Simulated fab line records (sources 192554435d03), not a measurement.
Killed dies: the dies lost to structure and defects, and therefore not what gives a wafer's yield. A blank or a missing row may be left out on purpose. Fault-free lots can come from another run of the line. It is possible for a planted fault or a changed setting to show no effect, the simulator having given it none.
fab line records | flow n5-finfet
[record] lots = 7 wafers = 18 last-day = 16
route steps=1938 shown BEOL_M5@1162 PASSIVATION@1936
lots that met no fault: taken from a fault-free run of the same line
start-h: hours from the record's opening day to when the first of the lot's shown wafers began | wait-h: time in hours since the lot's previous step | " same as the row above | L1.1+2: a single row standing in for several wafers | - no value present, or no start provided | * or withheld: withheld | < > ~ a bound
route shown NAME@n: NAME is a module with steps in the file, n the number in the route of the first one | usual: mean/standard deviation taken from wafers without a fault | same: alike in all rows | chamber/n: place in a boat | sites: the reading at each site | _std_site: standard deviation across them | _edge_site: mean of outer sites minus mean of inner sites | radius-mm: for every site, how far away it sits from the centre of the wafer | mask NAME#n: copy n | behind: the tool/chamber that last shaped the wafer | hold: what put the lot on hold/how long, in hours/how the hold closed | device: which transistor (n, p or np) failed to switch | end of line: the route-end tests of the same wafers | a step given without rows: its recipe and nothing more | killed: the dies lost at the first sort to structure and to defects; this is not the yield of the wafer | map: shows each die of a wafer: x if killed, . if not, _ if none is there
set.NAME: setting as actually run; set.NAME@STEP: the setting as run at that earlier step | model.NAME: the simulator's own value behind a step, which no gauge read
lots seen at some steps along the route; tables by step, rows by wafer
services: a tool's chamber out of use, with start hour (start-h, from the record's first day; less than 0 if before it), hours out, and reason
[[steps]]
[step N5_BEOL_M5_STRIP_91]
[recipe] chemistry = N2/H2 time-s = 10 power-w = 450 temp-c = 40 pressure-mtorr = 20 rf-frequency-hz = 6e+07 bias-power-w = 7 n2-flow-sccm = 200 h2-flow-sccm = 200
[usual] drypump-motor-current-A = 5.8/0.42 oes-product-au = 0.81/0.064 rf-vpp-V = 59.3/0.85 showerhead-plenum-p-Torr = 2.55/0.091 throttle-valve-pct = 23.55/0.25
// columns lot.wafer tool chamber start-h wait-h drypump-motor-current-A oes-product-au rf-hours-counter-h rf-vpp-V showerhead-plenum-p-Torr throttle-valve-pct
L718.2 rie-diel-01 1 - - 6.3 0.83 71 59.8 2.47 23.62
L718.3 " 3 " " 6.0 0.77 160 59.1 2.53 23.22
L718.6 " 1 " " 6.3 0.83 - 58.2 2.47 23.62
L719.1 rie-diel-04 0 - - 5.1 0.76 166 59.0 2.51 23.31
L719.4 " 2 " " 5.6 0.91 23 59.8 2.69 23.03
L719.5 " 2 " " 5.6 0.91 - 61.3 2.69 23.04
L721.1 rie-diel-04 2 - - 5.6 0.90 29 58.4 2.69 23.04
L721.4 " 1 " " 5.9 0.83 66 59.3 2.68 23.77
L721.6 " 3 " " 5.7 0.91 - 59.7 2.69 23.34
L724.4 rie-diel-01 3 - - 6.0 0.75 - 59.6 2.52 23.25
L724.5 " 2 " " 5.2 0.78 - 59.0 2.44 23.77
L726.2 rie-diel-01 2 - - 5.2 0.77 134 60.5 2.44 23.78
L726.6 " 2 " " 5.2 0.78 - 59.9 2.44 23.78
L729.1 rie-diel-04 1 - - 5.8 0.81 78 58.7 2.68 23.78
L729.2 " 3 " " 5.7 0.89 27 58.3 2.68 23.35
L729.6 " 0 " " 5.1 0.74 - 59.5 2.50 23.34
L728.4 rie-diel-04 0 - - 5.1 0.74 - 60.6 2.50 23.36
L728.5 " 3 " " 5.7 0.89 - 59.7 2.68 23.36
[step N5_BEOL_M5_OCD_MEAS_38]
[usual] trench-depth-nm = 71.9/1.1
// columns lot.wafer tool chamber start-h wait-h trench-depth-nm
L718.2 ocd-01 - 209.37 - 71.5
L718.3 " - " " 70.5
L718.6 " - " " 71.9
L719.1 ocd-01 - 212.81 - 72.7
L719.4 " - " " 72.2
L719.5 " - " " 72.8
L721.1 ocd-02 - 233.21 - 74.3
L721.4 " - " " 73.4
L721.6 " - " " 73.9
L724.4 ocd-01 - 254.20 - 71.3
L724.5 " - " " 70.9
L726.2 ocd-02 - 259.95 - 71.9
L726.6 " - " " 71.0
L729.1 ocd-01 - 268.13 - 72.9
L729.2 " - " " 74.1
L729.6 " - " " 72.4
L728.4 ocd-01 - 270.80 - 72.7
L728.5 " - " " 73.6
[step N5_BEOL_M5_HM_STRIP_39]
[recipe] chemistry = peroxide-tin-strip material = TiN target-depth-a = 250 temp-c = 50 time-s = 158
[step N5_BEOL_M5_SRD_40]
[recipe] time-s = 30 temp-c = 23 rinse-liquid = diw dry = ipa-marangoni
[step N5_BEOL_M5_PRECLEAN_42]
[recipe] chemistry = residue-remover time-s = 60 temp-c = 40
[step N5_BEOL_M5_SRD_43]
[recipe] time-s = 30 temp-c = 23 rinse-liquid = diw dry = ipa-marangoni
[step N5_BEOL_M5_CD_MEAS_35]
[recipe] target-cd-nm = 28 target-cd-y-nm = 24 polarity = opening
[usual] cd-nm = 28.1/0.37
// columns lot.wafer tool chamber start-h wait-h cd-nm
L718.2 cd-sem-02 - 209.52 0.0 27.8
L718.3 " - " " 28.1
L718.6 " - " " 28.0
L719.1 cd-sem-01 - 212.96 0.0 28.2
L719.4 " - " " 28.6
L719.5 " - " " 28.2
L721.1 cd-sem-02 - 233.37 0.0 28.0
L721.4 " - " " 28.0
L721.6 " - " " 28.2
L724.4 cd-sem-02 - 254.35 0.0 28.0
L724.5 " - " " 28.1
L726.2 cd-sem-02 - 260.11 0.0 28.5
L726.6 " - " " 27.8
L729.1 cd-sem-01 - 268.29 0.0 28.1
L729.2 " - " " 28.0
L729.6 " - " " 27.7
L728.4 cd-sem-01 - 270.95 0.0 27.7
L728.5 " - " " 28.3
[step N5_BEOL_M5_CURE_80]
[recipe] temp-c = 370 time-s = 120 ambient = DMADMS/He material = SiCOH_lowk
[step N5_BEOL_M5_DEGAS_44]
[recipe] ambient = vacuum temp-c = 250 time-s = 60
[step N5_BEOL_M5_PRE_CLEAN_45]
[recipe] gas = H2/He time-s = 30 temp-c = 250
[usual] heater-power-w = 321/43
// columns lot.wafer tool chamber start-h wait-h heater-power-w
L718.2 pvd-sputter-01 - 210.14 0.0 346
L718.3 " - " " 321
L718.6 " - " " 351
L719.1 pvd-sputter-02 - 213.76 0.0 273
L719.4 " - " " 269
L719.5 " - " " 379
L721.1 pvd-sputter-02 - 236.08 0.0 348
L721.4 " - " " 293
L721.6 " - " " 269
L724.4 pvd-sputter-02 - 254.96 0.0 275
L724.5 " - " " 383
L726.2 pvd-sputter-03 - 260.91 0.0 372
L726.6 " - " " 381
L729.1 pvd-sputter-03 - 268.96 0.0 272
L729.2 " - " " 388
L729.6 " - " " 284
L728.4 pvd-sputter-02 - 271.85 0.0 268
L728.5 " - " " 291
[step N5_BEOL_M5_ALD_86]
[recipe] material = TaN target-thk-a = * temp-c = 275 ald-precursor-family = PDMAT ald-co-reactant = NH3 pressure-torr = 3 carrier-flow-sccm = 1500 pulse-time-s = 2 purge-time-s = 3 co-reactant-purge-time-s = 2 co-reactant-pulse-time-s = 3 ald-cycles = 30 precursor-vessel-temp-c = 75 precursor-vessel-pressure-torr = 26.25 precursor-vessel-carrier-sccm = 1000
[usual] heater-power-w = 422/45 precursor-vessel-carrier-sccm = 1000/3.3
// columns lot.wafer tool chamber start-h wait-h heater-power-w precursor-vessel-carrier-sccm
L718.2 ald-metal-01 2 210.20 0.0 428 999
L718.3 " 3 " " 378 1001
L718.6 " 2 " " 436 1001
L719.1 ald-metal-01 3 213.84 0.1 381 998
L719.4 " 1 " " 413 1004
L719.5 " 0 " " 467 1003
L721.1 ald-metal-02 3 236.14 0.0 408 1002
L721.4 " 1 " " 353 1002
L721.6 " 0 " " 507 1005
L724.4 ald-metal-02 1 255.02 0.0 358 1005
L724.5 " 0 " " 508 1001
L726.2 ald-metal-04 1 261.16 0.2 432 1001
L726.6 " 2 " " 396 999
L729.1 ald-metal-01 1 269.25 0.3 414 1002
L729.2 " 0 " " 452 999
L729.6 " 0 " " 447 999
L728.4 ald-metal-02 3 271.91 0.0 399 1001
L728.5 " 1 " " 353 1000
[step N5_BEOL_M5_SURFACE_TREAT_87]
[recipe] gas = Ar time-s = * ion-energy-ev = * ion-current-ma-cm2 = 0.5 pressure-mtorr = * ar-flow-sccm = 30
[usual] throttle-valve-pct = *
// columns lot.wafer tool chamber start-h wait-h throttle-valve-pct
L718.2 pvd-sputter-03 - 210.47 0.2 *
L718.3 " - " " *
L718.6 " - " " *
L719.1 pvd-sputter-02 - 214.08 0.1 *
L719.4 " - " " *
L719.5 " - " " *
L721.1 pvd-sputter-01 - 236.38 0.1 *
L721.4 " - " " *
L721.6 " - " " *
L724.4 pvd-sputter-03 - 255.24 0.1 *
L724.5 " - " " *
L726.2 pvd-sputter-03 - 261.65 0.4 *
L726.6 " - " " *
L729.1 pvd-sputter-01 - 270.60 1.3 *
L729.2 " - " " *
L729.6 " - " " *
L728.4 pvd-sputter-02 - 272.23 0.2 *
L728.5 " - " " *
[step N5_BEOL_M5_CVD_47]
[recipe] material = Co target-thk-a = 30 temp-c = withheld precursor = CCTBA/H2 pressure-torr = 30 time-s = 216
[usual] run-length-s = 238.8/0.41
// columns lot.wafer tool chamber start-h wait-h run-length-s
L718.2 cvd-co-02 1 210.53 0.0 238.5
L718.3 " 0 " " 238.4
L718.6 " 0 " " 239.2
L719.1 cvd-co-01 2 214.14 0.0 238.7
L719.4 " 0 " " 238.8
L719.5 " 0 " " 239.0
L721.1 cvd-co-02 0 236.46 0.1 238.8
L721.4 " 2 " " 238.2
L721.6 " 0 " " 238.8
L724.4 cvd-co-02 1 255.37 0.1 303.5
L724.5 " 0 " " 238.8
L726.2 cvd-co-02 2 261.94 0.3 238.6
L726.6 " 2 " " 303.4
L729.1 cvd-co-01 0 270.66 0.0 239.7
L729.2 " 2 " " 238.9
L729.6 " 0 " " 239.5
L728.4 cvd-co-02 1 272.59 0.3 303.5
L728.5 " 0 " " 238.4
[step N5_BEOL_M5_SPUTTER_48]
[recipe] material = Cu target-thk-a = 150 temp-c = -20 chamber-pressure-pa = 0.07 power-w = withheld time-s = 27.62
[usual] chamber-pressure-pa = 0.06999/0.00012 throttle-valve-pct = 30.0/0.69
// columns lot.wafer tool chamber start-h wait-h chamber-pressure-pa throttle-valve-pct
L718.2 pvd-sputter-01 - 210.76 0.2 0.07015 30.5
L718.3 " - " " 0.07002 30.7
L718.6 " - " " 0.07008 30.0
L719.1 pvd-sputter-03 - 214.39 0.2 0.06987 30.5
L719.4 " - " " 0.06987 29.8
L719.5 " - " " 0.06966 28.7
L721.1 pvd-sputter-01 - 236.86 0.3 0.06997 29.5
L721.4 " - " " 0.06987 29.8
L721.6 " - " " 0.07012 29.5
L724.4 pvd-sputter-03 - 255.60 0.2 0.07005 30.3
L724.5 " - " " 0.07005 30.6
L726.2 pvd-sputter-03 - 263.53 1.5 0.07004 30.7
L726.6 " - " " 0.07009 30.6
L729.1 pvd-sputter-03 - 270.84 0.1 0.06998 30.6
L729.2 " - " " 0.06989 28.7
L729.6 " - " " 0.06994 30.6
L728.4 pvd-sputter-02 - 272.83 0.2 0.0701 30.0
L728.5 " - " " 0.06985 31.0
[step N5_PASSIVATION_PROBE_49]
[usual] defect-limited-yield = 91.4/1.5 killed_at_M0_to_M3 = 34/12 killed_at_M4_up = 12/4.9 killed-at-contacts = 13/7.2 killed-at-front-end = 39/12 killed-at-other = 3.7/2.9 killed-dies = 101/18 killed-on-rim = 13/4 killed-open = 67/14 killed-short = 33/7.2 sort_bin_5_function = 5.1/0.97 sort_bin_6_memory = 3.2/0.67 sort-n-pass = 1079/17 sort-yield-pct = 91.4/1.5
[same] gross-dies = 1180 killed-at-back-side = 0 sort_bin_4_leakage[%] = 0 sort_bin_8_speed[%] = 0
// columns lot.wafer tool chamber start-h wait-h defect-limited-yield[%] killed_at_M0_to_M3 killed_at_M4_up killed-at-contacts killed-at-front-end killed-at-other killed-dies killed-on-rim killed-open killed-short sort_bin_5_function[%] sort_bin_6_memory[%] sort-n-pass sort-yield-pct[%]
L719.1 prober-01 - 309.07 0.0 90.9 40 23 3 39 2 107 15 71 36 5.1 3.7 1073 90.9
L719.4 prober-01 - 309.22 0.2 91.4 25 17 11 47 2 102 14 67 35 5.1 3.4 1078 91.4
L719.5 prober-01 - 309.27 0.2 90.2 28 17 15 55 1 116 14 71 45 5.9 3.5 1064 90.2
L721.1 prober-02 - 329.08 0.0 92.8 31 11 7 33 3 85 9 63 21 3.8 3.3 1095 92.8
L721.4 prober-02 - 329.23 0.2 91.6 24 8 13 51 3 99 11 69 28 5.4 2.7 1081 91.6
L721.6 prober-02 - 329.33 0.3 89.4 56 10 15 41 3 125 12 86 38 6.9 3.3 1055 89.4
L724.4 prober-02 - 356.76 0.2 91.7 31 12 17 34 4 98 12 63 33 4.2 3.6 1082 91.7
L724.5 prober-02 - 356.81 0.2 93.7 15 16 18 24 1 74 9 55 18 3.8 2.2 1106 93.7
L726.2 prober-01 - 364.34 0.1 91.9 18 11 20 46 1 96 12 58 35 4.7 3.0 1084 91.9
L726.6 prober-01 - 364.54 0.3 93.2 23 8 8 39 2 80 9 50 27 3.6 3.1 1100 93.2
L729.1 prober-02 - 367.31 0.0 91.3 28 20 16 37 2 103 12 74 29 5.8 2.6 1077 91.3
L729.2 prober-02 - 367.36 0.1 91.5 36 19 11 32 2 100 13 60 39 5.0 2.9 1080 91.5
L729.6 prober-02 - 367.56 0.3 91.0 26 22 18 37 3 106 8 70 35 5.9 2.8 1074 91.0
L728.4 prober-01 - 373.86 0.2 90.6 33 23 8 44 3 111 19 75 36 4.9 4.2 1069 90.6
L728.5 prober-01 - 373.91 0.2 90.3 38 16 13 43 4 114 19 70 44 5.7 3.6 1066 90.3
// killed by level:class
L719.1 BEOL_M3:geometric-particle:open=14 BEOL_M4:geometric-particle:open=9 GATE_CUT:geometric-particle:short=8 FIN_SAQP:geometric-particle:open=7 STI_FIN_REVEAL:geometric-particle:open=7 BEOL_M0_SAQP:geometric-particle:short=6 BEOL_M2:geometric-particle:open=6 FIN_SAQP:geometric-particle:short=5
L719.4 GATE_CUT:geometric-particle:short=12 MOL_CONTACT_COAG:geometric-particle:open=10 BEOL_M3:geometric-particle:open=9 STI_FIN_REVEAL:geometric-particle:open=7 FIN_SAQP:geometric-particle:open=6 BEOL_M6:geometric-particle:open=6 FIN_SAQP:geometric-particle:short=5 BEOL_M2:geometric-particle:open=5
L719.5 STI_FIN_REVEAL:geometric-particle:open=14 BEOL_M4:geometric-particle:open=11 GATE_CUT:geometric-particle:short=10 BEOL_M0_SAQP:geometric-particle:short=10 MOL_CONTACT_COAG:geometric-particle:open=8 MOL_CONTACT_COAG:geometric-particle:short=7 DUMMY_GATE:geometric-particle:open=6 BEOL_M2:geometric-particle:open=6
L721.1 BEOL_M2:geometric-particle:open=10 FIN_SAQP:geometric-particle:open=8 MOL_CONTACT_COAG:geometric-particle:open=7 STI_FIN_REVEAL:geometric-particle:open=5 BEOL_M0_SAQP:geometric-particle:open=5 DUMMY_GATE:geometric-particle:open=4 BEOL_M0_SAQP:geometric-particle:short=4 BEOL_M4:geometric-particle:open=4
L721.4 MOL_CONTACT_COAG:geometric-particle:open=12 FIN_SAQP:geometric-particle:open=11 BEOL_M2:geometric-particle:open=10 FIN_SAQP:geometric-particle:short=9 DUMMY_GATE:geometric-particle:open=7 STI_FIN_REVEAL:geometric-particle:open=6 STARTING-WAFER:geometric-particle:short=5 BEOL_M3:geometric-particle:open=4
L721.6 BEOL_M2:geometric-particle:open=21 MOL_CONTACT_COAG:geometric-particle:open=13 BEOL_M2:geometric-particle:short=9 GATE_CUT:geometric-particle:open=7 BEOL_M0_SAQP:geometric-particle:short=7 FIN_SAQP:geometric-particle:open=6 FIN_SAQP:geometric-particle:short=5 DUMMY_GATE:geometric-particle:open=5
L724.4 MOL_CONTACT_COAG:geometric-particle:open=17 FIN_SAQP:geometric-particle:open=8 BEOL_M0_SAQP:geometric-particle:open=8 BEOL_M0_SAQP:geometric-particle:short=6 BEOL_M1:geometric-particle:open=6 FIN_SAQP:geometric-particle:short=5 BEOL_M4:geometric-particle:open=4 STI_FIN_REVEAL:geometric-particle:open=4
L724.5 MOL_CONTACT_COAG:geometric-particle:open=13 STI_FIN_REVEAL:geometric-particle:open=11 MOL_CONTACT_COAG:geometric-particle:short=5 BEOL_M4:geometric-particle:open=5 BEOL_M5:geometric-particle:open=5 BEOL_M0_SAQP:geometric-particle:open=4 FIN_SAQP:geometric-particle:open=3 GATE_CUT:geometric-particle:short=3
L726.2 FIN_SAQP:geometric-particle:open=14 MOL_CONTACT_COAG:geometric-particle:open=14 GATE_CUT:geometric-particle:short=7 MOL_CONTACT_COAG:geometric-particle:short=6 BEOL_M3:geometric-particle:open=5 BEOL_M4:geometric-particle:open=5 BEOL_M4:geometric-particle:short=4 STI_FIN_REVEAL:geometric-particle:open=3
L726.6 STI_FIN_REVEAL:geometric-particle:open=12 MOL_CONTACT_COAG:geometric-particle:open=7 BEOL_M2:geometric-particle:open=7 FIN_SAQP:geometric-particle:short=6 DUMMY_GATE:geometric-particle:open=6 BEOL_M3:geometric-particle:open=5 BEOL_M4:geometric-particle:open=4 BEOL_M0_SAQP:geometric-particle:short=3
L729.1 MOL_CONTACT_COAG:geometric-particle:open=13 BEOL_M4:geometric-particle:open=11 BEOL_M3:geometric-particle:open=8 BEOL_M2:geometric-particle:open=7 FIN_SAQP:geometric-particle:open=6 STI_FIN_REVEAL:geometric-particle:open=5 FIN_SAQP:geometric-particle:short=4 ILD0:geometric-particle:open=4
L729.2 BEOL_M2:geometric-particle:open=11 BEOL_M0_SAQP:geometric-particle:short=7 STI_FIN_REVEAL:geometric-particle:open=6 MOL_CONTACT_COAG:geometric-particle:open=6 BEOL_M0_SAQP:geometric-particle:open=6 BEOL_M4:geometric-particle:open=6 MOL_CONTACT_COAG:geometric-particle:short=5 FIN_SAQP:geometric-particle:short=4
L729.6 MOL_CONTACT_COAG:geometric-particle:open=14 BEOL_M4:geometric-particle:open=13 DUMMY_GATE:geometric-particle:open=8 FIN_SAQP:geometric-particle:open=7 BEOL_M0_SAQP:geometric-particle:short=7 BEOL_M2:geometric-particle:open=7 FIN_SAQP:geometric-particle:short=6 GATE_CUT:geometric-particle:short=5
L728.4 BEOL_M2:geometric-particle:open=16 BEOL_M4:geometric-particle:open=15 FIN_SAQP:geometric-particle:open=12 FIN_SAQP:geometric-particle:short=8 MOL_CONTACT_COAG:geometric-particle:open=7 GATE_CUT:geometric-particle:short=6 BEOL_M0_SAQP:geometric-particle:open=6 GATE_CUT:geometric-particle:open=5
L728.5 BEOL_M4:geometric-particle:open=10 FIN_SAQP:geometric-particle:short=9 MOL_CONTACT_COAG:geometric-particle:open=9 FIN_SAQP:geometric-particle:open=8 BEOL_M2:geometric-particle:open=8 DUMMY_GATE:geometric-particle:open=7 BEOL_M0_SAQP:geometric-particle:open=7 BEOL_M0_SAQP:geometric-particle:short=7
[[services]]
// columns tool chamber start-h hours kind
ald-metal-01 - 190.92 8.7 pm
cvd-co-01 1 199.28 - clean
cvd-co-01 1 199.28 22.0 scheduled-down
cvd-co-01 1 199.28 22.0 vent-cycle
rie-diel-04 0 202.29 6.5 repair
ald-metal-01 - 202.60 1.7 repair
ald-metal-01 2 210.73 4.0 repair
rie-diel-04 2 233.69 4.1 repair
ald-metal-01 2 242.19 2.9 repair
ald-metal-04 - 242.66 2.8 pm
rie-diel-04 2 252.40 19.3 repair
[[key]]
[first-sign] step = N5_BEOL_M5_CVD_47 reading = run-length-s direction = up sigmas = 99+ usual = * struck = *
effect none on later readings
met-at N5_BEOL_M5_CVD_47
struck-wafers L724.4,L726.6,L728.4
onset-between 236.46 255.37
[fault] kind = process-parameter-drift tool = cvd-co-02 chamber = - onset-h = 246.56 steps = N5_BEOL_M5_CVD_47 channel = time-s offset = * shape = step end-h = 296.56 scope = struck-wafers-only acts-in = * stated = *
